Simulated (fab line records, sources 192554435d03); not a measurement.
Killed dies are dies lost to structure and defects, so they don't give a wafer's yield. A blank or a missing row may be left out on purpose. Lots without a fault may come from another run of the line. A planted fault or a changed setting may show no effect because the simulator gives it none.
One fault seen from 3 desks | flow n5_finfet | each desk has only its own numbers; what lay behind them comes last

THE METROLOGY DESK
What the gauges read, lot by lot, whatever tool the lot ran on: means of the sampled wafers that have a number. A lot is out of limits, marked OUT, if its mean lies more than 4 standard deviations from the usual mean; the brackets give that distance. Of its 11 readings 7 are shown: those that lie furthest out on some lot.
Columns: A = VIA_MOL_THK at N5_MOL_CONTACT_COAG_THK_MEAS_53, usual 44.2 nm; B = DIBL_N at N5_BEOL_M4_RC_MEAS_101, usual 37.2 mV/V; C = DIBL_P at N5_BEOL_M4_RC_MEAS_101, usual 37.3 mV/V; D = IOFF_P at N5_BEOL_M4_RC_MEAS_101, usual 0.24 nA/um; E = SS_P at N5_BEOL_M4_RC_MEAS_101, usual 73.5 mV/dec; F = VT_N at N5_BEOL_M4_RC_MEAS_101, usual 249 mV; G = VT_P at N5_BEOL_M4_RC_MEAS_101, usual -248 mV
lot  | first seen here | A    | B    | C    | D    | E    | F   | G
L548 | day 6 12:38     | 44.4 | 36.5 | 35.8 | 0.25 | 73.2 | 248 | -248
L549 | day 6 19:21     | 44.8 | 35.2 | 35.0 | 0.21 | 73.1 | 251 | -249
L550 | day 7 01:03     | 44.4 | 36.3 | 37.5 | 0.21 | 73.3 | 251 | -252
L551 | day 7 05:28     | 43.3 | 36.4 | 37.4 | 0.23 | 73.3 | 247 | -249
L562 | day 10 19:45    | 44.7 | 38.3 | 37.5 | 0.22 | 74.0 | 254 | -254
L560 | day 10 22:49    | 44.5 | 39.5 | 40.7 | 0.31 | 74.2 | 250 | -244
L564 | day 11 01:34    | 43.7 | 36.7 | 37.6 | 0.22 | 74.1 | 247 | -250
L565 | day 11 04:17    | 45.0 | 34.0 | 35.7 | 0.21 | 72.5 | 251 | -250
L566 | day 11 13:33    | 44.0 | 37.8 | 37.3 | 0.26 | 73.9 | 250 | -247
This desk's finding: nothing out of limits on any of the 9 lots.

THE TOOL OWNER'S DESK: rie_si-03
The tool's own readings at N5_BEOL_M0_SAQP_MANDREL_ETCH_20 (etches a-Si in HBr/Cl2, stops on SiNx, target depth 60 nm, bt time 10 s, time 30 s): means of the sampled wafers that have a number, for each lot that ran on this tool. A lot is out of limits, marked OUT, if its mean lies more than 4 standard deviations from the usual mean; the brackets give that distance.
Columns: A = drypump_motor_current_A at N5_BEOL_M0_SAQP_MANDREL_ETCH_20, usual 5.8 A; B = oes_product_au at N5_BEOL_M0_SAQP_MANDREL_ETCH_20, usual 0.771 a.u.; C = throttle_valve_pct at N5_BEOL_M0_SAQP_MANDREL_ETCH_20, usual 35.48 %
lot  | first seen here | A   | B                | C
L549 | day 7 00:59     | 5.9 | 0.776            | 35.39
L550 | day 7 08:29     | 6.3 | 0.774            | 35.63
L562 | day 11 01:12    | 6.0 | 0.737            | 35.58
L560 | day 11 04:32    | 6.3 | 0.706 (-5.4) OUT | 35.79
This desk's finding: out of limits on L560; first on L560, day 11 04:32 (oes_product_au at N5_BEOL_M0_SAQP_MANDREL_ETCH_20). In limits: L549, L550, L562.

THE DEFECT DESK
What the inspections along the route counted, lot by lot: means of the sampled wafers that have a number. A lot is out of limits, marked OUT, if its mean lies more than 4 standard deviations from the usual mean; the brackets give that distance.
Columns: A = raw_defect_count at N5_MOL_CONTACT_COAG_INSPECT_97, usual 44; B = raw_defect_count at N5_BEOL_M0_SAQP_INSPECT_42, usual 289
lot  | first seen here | A  | B
L548 | day 6 15:44     | 36 | 375
L549 | day 6 22:26     | 37 | 247
L550 | day 7 04:07     | 25 | 418
L551 | day 7 08:31     | 43 | 239
L562 | day 10 22:48    | 19 | 894 (+8.2) OUT
L560 | day 11 01:53    | 33 | 1390 (+15) OUT
L564 | day 11 04:53    | 44 | 432
L565 | day 11 07:52    | 43 | 326
L566 | day 11 16:37    | 36 | 296
This desk's finding: out of limits on L560, L562; first on L562, day 11 05:16 (raw_defect_count at N5_BEOL_M0_SAQP_INSPECT_42). In limits: L548, L549, L550, L551, L564, L565, L566.

PUT TOGETHER
The tool owner's desk could have raised an alarm at day 11 04:32, on L560.
The defect desk could have raised an alarm at day 11 05:16, on L560, L562.
The metrology desk saw nothing out of limits.
The metrology desk has L560, L562 on record, within its limits.
The tool owner's desk has L562 on record, within its limits.
Of the lots named, all ran N5_BEOL_M0_SAQP_MANDREL_ETCH_20 on rie_si-03.

WHAT THE SIMULATOR HAD PUT IN
Process parameter drift: rie_si-03, from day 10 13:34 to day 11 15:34, at N5_BEOL_M0_SAQP_MANDREL_ETCH_20. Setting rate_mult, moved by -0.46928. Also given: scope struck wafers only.
Lots struck among those shown: L560, L562.
Hours from the fault's start to each desk's first reading out of limits: the tool owner's desk, 15; the defect desk, 16.
